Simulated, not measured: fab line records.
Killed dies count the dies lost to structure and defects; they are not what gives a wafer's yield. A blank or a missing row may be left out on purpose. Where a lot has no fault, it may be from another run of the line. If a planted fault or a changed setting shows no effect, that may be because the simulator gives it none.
fab line records	flow n5-finfet
record lots=6	wafers=16	last-day=17
route steps=1938 shown HKMG_FIN@444 BEOL_M4@1111
lots that met no fault: taken from a fault-free run of the same line
start-h: the number of hours between the record's first day and the start of the first shown wafer of the lot	wait-h: hours elapsed since this lot's preceding step	" identical to the entry in the row above	L1.1+2: several wafers, shown together as one row	- value missing, or start not given	* or withheld: withheld	< > ~ a bound
route shown NAME@n: a module of which the file shows steps, and the number in the route of the first	usual: mean/standard deviation of fault-free wafers	same: alike in all rows	chamber/n: place in a boat	sites: per-site readings	_std_site: standard deviation of those values	_edge_site: mean of outer sites minus mean of inner sites	radius-mm: for every site, how far away it sits from the centre of the wafer	mask NAME#n: copy n	behind: tool/chamber where the wafer was last shaped	hold: cause of the lot's hold/its duration in hours/its outcome	device: transistor that didn't switch, given as n, p or np	end of line: tests run on the same wafers once the route is complete	step lacking rows: just its recipe	killed: at the first sort, the dies lost to defects and structure; wafer yield is something else	map: a wafer's dies, marking killed ones x, the rest . and places with no die _
set.NAME: the setting the step ran with; set.NAME@STEP: the setting that earlier step ran with	model.NAME: the simulator's own value behind a step, which no gauge read
lots at some steps of the route; a table a step, a row a wafer
services: from which hour (start-h, from the record's first day; less than 0 if before it) a tool's chamber was out of use, for how many hours, and why
## steps
# step N5_HKMG_FIN_ETCH_86
# recipe chemistry=N2/H2	target=SOC	target-depth-a=3932	stop-on=TiN	ion-energy-ev=100	bias-w=61	pressure-mtorr=30	source-w=850	n2-flow-sccm=200	h2-flow-sccm=200
# usual drypump-motor-current-A=5.7/0.6	oes-product-au=0.78/0.091	rf-vpp-V=241.1/1.5	showerhead-plenum-p-Torr=2.57/0.096	throttle-valve-pct=17.7/0.32
lot.wafer	tool	chamber	start-h	wait-h	drypump-motor-current-A	oes-product-au	rf-hours-counter-h	rf-vpp-V	showerhead-plenum-p-Torr	throttle-valve-pct
L892.4	rie-diel-02	2	94.36	-	5.4	0.93	12	242.3	2.70	17.2
L892.5	"	3	"	"	5.8	0.82	-	240.5	2.58	17.6
L892.6	"	2	"	"	5.3	0.94	-	243.1	2.70	17.2
L893.2	rie-diel-06	0	103.28	-	5.0	0.92	26	242.7	2.71	17.4
L893.3	"	2	"	"	6.5	0.70	212	239.6	2.40	18.3
L893.4	"	3	"	"	6.7	0.72	190	242.3	2.61	17.9
L902.2	rie-diel-06	3	175.31	-	6.6	0.70	213	242.2	2.60	17.9
L902.3	"	0	"	"	5.0	0.89	50	241.8	2.70	17.4
L902.6	"	1	"	"	5.1	0.66	-	241.0	2.50	17.8
L906.1	rie-diel-05	2	182.47	-	5.6	0.79	109	241.8	2.56	17.7
L906.4	"	1	"	"	4.9	0.92	15	239.6	2.49	17.1
L907.1	rie-diel-02	1	185.96	-	6.0	0.71	216	242.3	2.62	18.0
L907.3	"	2	"	"	5.3	0.88	41	243.0	2.69	17.2
L908.3	rie-diel-06	0	193.52	-	5.0	0.87	59	242.1	2.70	17.4
L908.4	"	1	"	"	5.1	0.66	-	238.6	2.50	17.8
L908.5	"	0	"	"	5.0	0.87	-	244.2	2.70	17.4
# step N5_HKMG_FIN_STRIP_89
# recipe chemistry=N2/H2	material=SOC	time-s=20	power-w=500	temp-c=40	pressure-mtorr=50	rf-frequency-hz=6e+07	bias-power-w=8	h2-frac=0.5	n2-flow-sccm=300	h2-flow-sccm=300
# usual bias-power-w=7.998/0.024	drypump-motor-current-A=5.7/0.6	oes-product-au=0.78/0.091	rf-vpp-V=54.4/0.88	showerhead-plenum-p-Torr=3.39/0.12	throttle-valve-pct=18.8/0.38
lot.wafer	tool	chamber	start-h	wait-h	bias-power-w	drypump-motor-current-A	oes-product-au	rf-hours-counter-h	rf-vpp-V	showerhead-plenum-p-Torr	throttle-valve-pct
L892.4	rie-diel-02	2	94.42	0.0	8.033	5.4	0.93	12	54.8	3.56	18.3
L892.5	"	3	"	"	7.971	5.8	0.85	-	53.1	3.40	18.9
L892.6	"	2	"	"	8.002	5.3	0.93	-	55.0	3.56	18.3
L893.2	rie-diel-06	0	103.34	0.0	7.994	5.0	0.94	26	54.1	3.57	18.4
L893.3	"	2	"	"	7.999	6.5	0.73	212	52.7	3.18	19.4
L893.4	"	3	"	"	8.053	6.6	0.71	190	55.9	3.45	19.0
L902.2	rie-diel-06	3	175.37	0.0	8.023	6.7	0.69	213	55.5	3.44	19.1
L902.3	"	0	"	"	7.974	5.0	0.89	51	54.3	3.56	18.5
L902.6	"	1	"	"	7.976	5.1	0.68	-	55.0	3.30	18.8
L906.1	rie-diel-05	2	182.53	0.0	7.973	5.6	0.78	109	53.9	3.38	18.8
L906.4	"	1	"	"	8.016	4.9	0.94	15	52.7	3.29	18.2
L907.1	rie-diel-02	1	186.02	0.0	8.023	6.1	0.70	216	54.9	3.46	19.3
L907.3	"	2	"	"	7.977	5.3	0.86	41	56.1	3.55	18.3
L908.3	rie-diel-06	0	193.58	0.0	8.050	5.0	0.88	59	53.9	3.55	18.5
L908.4	"	1	"	"	8.015	5.1	0.67	-	54.5	3.30	18.8
L908.5	"	0	"	"	8.035	5.0	0.88	-	55.0	3.55	18.5
# step N5_HKMG_FIN_WET_ETCH_87
# recipe chemistry=SC1	target=TiN	mix=1:2:40	temp-c=50	time-s=154.2	target-depth-nm=4.7	dry=ipa-marangoni	rinse-time-s=30	rinse-temp-c=23
# step N5_HKMG_FIN_STRIP_88
# recipe chemistry=N2/H2	power-w=2500	temp-c=300	h2-frac=0.65	time-s=360	pressure-mtorr=withheld	n2-flow-sccm=1750	h2-flow-sccm=3250
# usual drypump-motor-current-A=5.34/0.22	heater-power-w=429/32
lot.wafer	tool	chamber	start-h	wait-h	drypump-motor-current-A	heater-power-w	rf-hours-counter-h
L892.4	plasma-asher-01	0	94.73	0.1	5.65	386	-
L892.5	"	0	"	"	5.64	403	-
L892.6	"	1	"	"	5.35	461	-
L893.2	plasma-asher-01	1	103.53	0.0	5.32	471	49
L893.3	"	0	"	"	5.62	396	-
L893.4	"	1	"	"	5.33	466	-
L902.2	plasma-asher-02	1	175.56	0.0	5.35	409	100
L902.3	"	0	"	"	5.01	446	-
L902.6	"	0	"	"	5.00	439	-
L906.1	plasma-asher-01	1	182.72	0.0	5.33	484	64
L906.4	"	1	"	"	5.36	471	-
L907.1	plasma-asher-02	1	186.21	0.0	5.35	404	104
L907.3	"	1	"	"	5.37	402	-
L908.3	plasma-asher-01	1	193.89	0.1	5.34	466	-
L908.4	"	0	"	"	5.63	397	-
L908.5	"	0	"	"	5.63	394	-
# step N5_HKMG_FIN_NWFM_ALD_20
# recipe material=TiAlC	target-thk-a=20	temp-c=300	ald-precursor-family=TiCl4	ald-co-reactant=TEA	pulse-time-s=3	purge-time-s=2	co-reactant-purge-time-s=2	co-reactant-pulse-time-s=10	ald-cycles=7	pressure-torr=3
# usual ald-cycles=7/0	heater-power-w=487/50	precursor-pulse-height-rel=1.001/0.022
# same co-reactant-purge-time-s=2
lot.wafer	tool	chamber	start-h	wait-h	ald-cycles	heater-power-w	precursor-pulse-height-rel
L892.4	ald-metal-04	3	95.00	0.1	7	435	0.988
L892.5	"	1	"	"	7	444	1.030
L892.6	"	0	"	"	7	579	0.978
L893.2	ald-metal-03	0	103.91	0.3	7	477	1.013
L893.3	"	3	"	"	7	518	1.025
L893.4	"	1	"	"	7	482	1.029
L902.2	ald-metal-03	0	175.94	0.3	7	484	1.004
L902.3	"	2	"	"	7	452	0.981
L902.6	"	3	"	"	7	549	0.990
L906.1	ald-metal-02	1	183.10	0.3	7	420	0.971
L906.4	"	0	"	"	7	551	0.990
L907.1	ald-metal-02	1	186.59	0.3	7	410	0.937
L907.3	"	0	"	"	7	548	0.994
L908.3	ald-metal-03	0	194.15	0.1	7	476	0.982
L908.4	"	2	"	"	7	463	1.013
L908.5	"	0	"	"	7	482	1.026
# step N5_HKMG_FIN_ALD_71
# recipe material=TiN	target-thk-a=10	temp-c=400	ald-precursor-family=TiCl4	ald-co-reactant=NH3	pulse-time-s=1	purge-time-s=3	co-reactant-purge-time-s=2	co-reactant-pulse-time-s=2	ald-cycles=47	pressure-torr=3
# step N5_HKMG_FIN_COAT_66
# recipe resist=SOC	temp-c=250	time-s=60	spin-rpm=1500	resist-thk-nm=300
# step N5_HKMG_FIN_ETCH_67
# recipe chemistry=N2/H2	target=SOC	target-depth-a=3889	stop-on=TiN	ion-energy-ev=100	bias-w=61	pressure-mtorr=30	source-w=850	n2-flow-sccm=200	h2-flow-sccm=200
# step N5_HKMG_FIN_STRIP_90
# recipe chemistry=N2/H2	material=SOC	time-s=20	power-w=500	temp-c=40	pressure-mtorr=50	rf-frequency-hz=6e+07	bias-power-w=8	h2-frac=0.5	n2-flow-sccm=300	h2-flow-sccm=300
# step N5_HKMG_FIN_WET_ETCH_73
# recipe chemistry=SC1	mix=1:2:40	temp-c=50	time-s=42.3	target-depth-nm=1.3	dry=ipa-marangoni	rinse-time-s=30	rinse-temp-c=23
# step N5_HKMG_FIN_ETCHBACK_68
# recipe chemistry=Cl2/Ar	stop-on=HfO2	target-depth-a=5	pressure-mtorr=10	icp-w=600	bias-w=60	Cl2_flow_sccm=40	Ar_flow_sccm=60
# usual drypump-motor-current-A=5.7/0.73	mfc-ar-sccm=60.00/0.17	oes-product-au=0.72/0.11	throttle-valve-pct=20.73/0.22
lot.wafer	tool	chamber	start-h	wait-h	drypump-motor-current-A	mfc-ar-sccm	oes-product-au	rf-hours-counter-h	throttle-valve-pct
L892.4	rie-metal-01	1	95.70	0.1	6.5	60.04	0.81	-	21.03
L892.5	"	0	"	"	5.1	59.80	0.63	-	21.19
L892.6	"	1	"	"	6.6	60.06	0.81	-	21.04
L893.2	rie-metal-02	0	104.64	0.1	5.5	60.11	0.61	-	20.80
L893.3	"	0	"	"	5.5	60.19	0.61	-	20.78
L893.4	"	0	"	"	5.5	59.99	0.61	-	20.80
L902.2	rie-metal-02	0	176.60	0.0	5.4	59.74	0.60	127	20.81
L902.3	"	1	"	"	5.2	60.14	0.92	-	20.48
L902.6	"	1	"	"	5.2	60.02	0.93	-	20.46
L906.1	rie-metal-02	0	183.76	0.0	5.5	60.06	0.60	127	20.81
L906.4	"	0	"	"	5.5	60.03	0.60	-	20.80
L907.1	rie-metal-02	0	187.25	0.0	5.5	60.21	0.60	128	20.82
L907.3	"	0	"	"	5.5	60.36	0.61	-	20.79
L908.3	rie-metal-03	0	194.85	0.1	5.0	60.15	0.63	-	20.55
L908.4	"	1	"	"	6.8	60.09	0.77	-	20.75
L908.5	"	1	"	"	6.8	59.76	0.77	-	20.76
# step N5_HKMG_FIN_STRIP_69
# recipe chemistry=N2/H2	power-w=2500	temp-c=300	h2-frac=0.65	time-s=360	pressure-mtorr=withheld	n2-flow-sccm=1750	h2-flow-sccm=3250
# step N5_HKMG_FIN_ALD_21
# recipe material=TiN	target-thk-a=15	temp-c=400	ald-precursor-family=TiCl4	ald-co-reactant=NH3	pulse-time-s=1	purge-time-s=3	co-reactant-purge-time-s=2	co-reactant-pulse-time-s=2	ald-cycles=68	pressure-torr=3
# usual ald-cycles=68/0	heater-power-w=875/87	precursor-pulse-height-rel=1.002/0.019
# same co-reactant-purge-time-s=2
lot.wafer	tool	chamber	start-h	wait-h	ald-cycles	heater-power-w	precursor-pulse-height-rel	model.TiN_of_HKMG_FIN_ALD_21.thk-nm
L892.4	ald-metal-02	2	96.18	0.1	68	966	1.021	1.4
L892.5	"	0	"	"	68	1004	1.011	1.4
L892.6	"	3	"	"	68	872	0.945	1.4
L893.2	ald-metal-04	1	105.25	0.3	68	808	1.014	1.6
L893.3	"	0	"	"	68	1031	1.030	1.6
L893.4	"	2	"	"	68	901	1.009	1.6
L902.2	ald-metal-03	0	177.30	0.3	68	852	1.021	1.6
L902.3	"	2	"	"	68	817	1.007	1.6
L902.6	"	1	"	"	68	857	0.982	1.6
L906.1	ald-metal-03	1	184.28	0.3	31	868	1.001	0.6
L906.4	"	2	"	"	68	825	0.989	1.4
L907.1	ald-metal-03	0	187.77	0.3	31	832	1.003	0.6
L907.3	"	1	"	"	68	854	0.999	1.4
L908.3	ald-metal-04	1	195.34	0.2	68	775	1.026	1.4
L908.4	"	2	"	"	68	876	0.997	1.4
L908.5	"	2	"	"	68	911	1.022	1.4
# step N5_HKMG_FIN_ALD_72
# recipe material=W	target-thk-a=20	temp-c=300	pressure-torr=7.5	ald-precursor-family=WF6	ald-co-reactant=B2H6	pulse-time-s=1	purge-time-s=2	co-reactant-purge-time-s=2	co-reactant-pulse-time-s=3	ald-cycles=7
# step N5_BEOL_M4_RC_MEAS_101
# usual DIBL_N=36.5/1.4	DIBL_P=36.6/1.9	IOFF_N=0.167/0.029	IOFF_P=0.21/0.033	ION_N=674/12	ION_P=460/8.9	SS_N=71.6/0.57	SS_P=73.4/0.61	VT_N=249/3.3	VT_P=-250/3.3
lot.wafer	tool	chamber	start-h	wait-h	DIBL_N[mV/V]	DIBL_P[mV/V]	IOFF_N[nA/um]	IOFF_P[nA/um]	ION_N[uA/um]	ION_P[uA/um]	SS_N[mV/dec]	SS_P[mV/dec]	VT_N[mV]	VT_P[mV]
L892.4	prober-02	0	181.71	0.5	35.8	35.8	0.140	0.21	670	461	71.5	73.5	254	-252
L892.5	"	0	"	"	36.9	38.3	0.173	0.25	686	469	71.6	73.7	247	-249
L892.6	"	0	"	"	36.0	36.5	0.156	0.22	675	463	71.0	73.2	251	-249
L893.2	prober-02	0	195.42	0.2	35.0	33.0	0.131	0.19	672	462	71.1	72.6	252	-250
L893.3	"	0	"	"	36.2	33.4	0.149	0.20	666	459	71.5	72.4	252	-249
L893.4	"	0	"	"	37.0	34.7	0.172	0.22	667	463	71.5	72.8	244	-248
L902.2	prober-02	0	261.77	0.6	35.5	34.6	0.159	0.21	672	461	71.6	73.5	248	-251
L902.3	"	0	"	"	33.6	32.6	0.123	0.17	668	457	70.5	72.7	252	-255
L902.6	"	0	"	"	35.6	35.3	0.165	0.22	680	465	71.1	73.3	249	-249
L906.1	prober-02	0	269.21	0.0	38.8	39.3	0.201	0.22	677	452	72.3	73.5	248	-252
L906.4	"	0	"	"	39.2	39.4	0.201	0.22	674	452	73.1	74.1	250	-253
L908.3	prober-02	0	287.07	0.3	38.7	38.4	0.205	0.22	686	457	71.3	74.2	245	-250
L908.4	"	0	"	"	37.2	38.2	0.190	0.21	698	470	71.8	73.4	246	-251
L908.5	"	0	"	"	38.9	39.4	0.218	0.24	693	463	72.1	75.1	245	-250
L907.1	prober-01	0	289.23	0.0	36.2	35.8	0.151	0.19	667	455	72.2	73.4	252	-252
L907.3	"	0	"	"	38.4	38.6	0.184	0.23	688	466	71.4	73.7	249	-250
## services
tool	chamber	start-h	hours	kind
ald-metal-04	-	70.52	2.8	pm
rie-diel-06	0	79.05	8.7	repair
ald-metal-04	-	80.09	1.7	repair
ald-metal-03	-	84.32	6.0	pm
rie-diel-02	1	87.10	2.7	repair
rie-metal-02	1	92.61	-	clean
rie-metal-02	1	92.61	21.5	scheduled-down
rie-metal-02	1	92.61	21.5	vent-cycle
rie-metal-01	-	117.70	2.8	pm
rie-diel-02	0	122.41	2.5	repair
rie-diel-05	1	129.72	-	clean
rie-diel-05	1	129.72	-	consumable-replace:focus-ring
ald-metal-03	2	132.89	-	calibration
ald-metal-04	0	133.45	46.5	repair
plasma-asher-02	-	134.65	0.7	repair
ald-metal-04	-	149.32	0.6	repair
rie-metal-03	-	150.55	2.5	repair
rie-diel-02	0	151.41	1.6	repair
ald-metal-02	3	159.83	23.7	repair
ald-metal-04	2	165.48	-	calibration
rie-metal-03	1	166.83	4.3	repair
rie-diel-06	2	168.37	33.9	repair
plasma-asher-01	-	192.36	1.2	repair
rie-diel-06	-	195.13	28.1	pm
## key
first-sign step=N5_HKMG_FIN_ALD_21	reading=ald-cycles	direction=down	sigmas=99+	usual=*	struck=*
effect none on later readings
model-effect step=N5_HKMG_FIN_ALD_21	value=TiN_of_HKMG_FIN_ALD_21.thk-nm	without=1.5	struck=0.6
met-at N5_HKMG_FIN_ALD_21
struck-wafers L906.1,L907.1
onset-between 177.30 184.28
fault kind=process-parameter-drift	tool=ald-metal-03	chamber=-	onset-h=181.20	steps=N5_HKMG_FIN_ALD_21	channel=ald-cycles	offset=*	shape=step	end-h=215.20	scope=struck-wafers-only	acts-in=*	stated=*
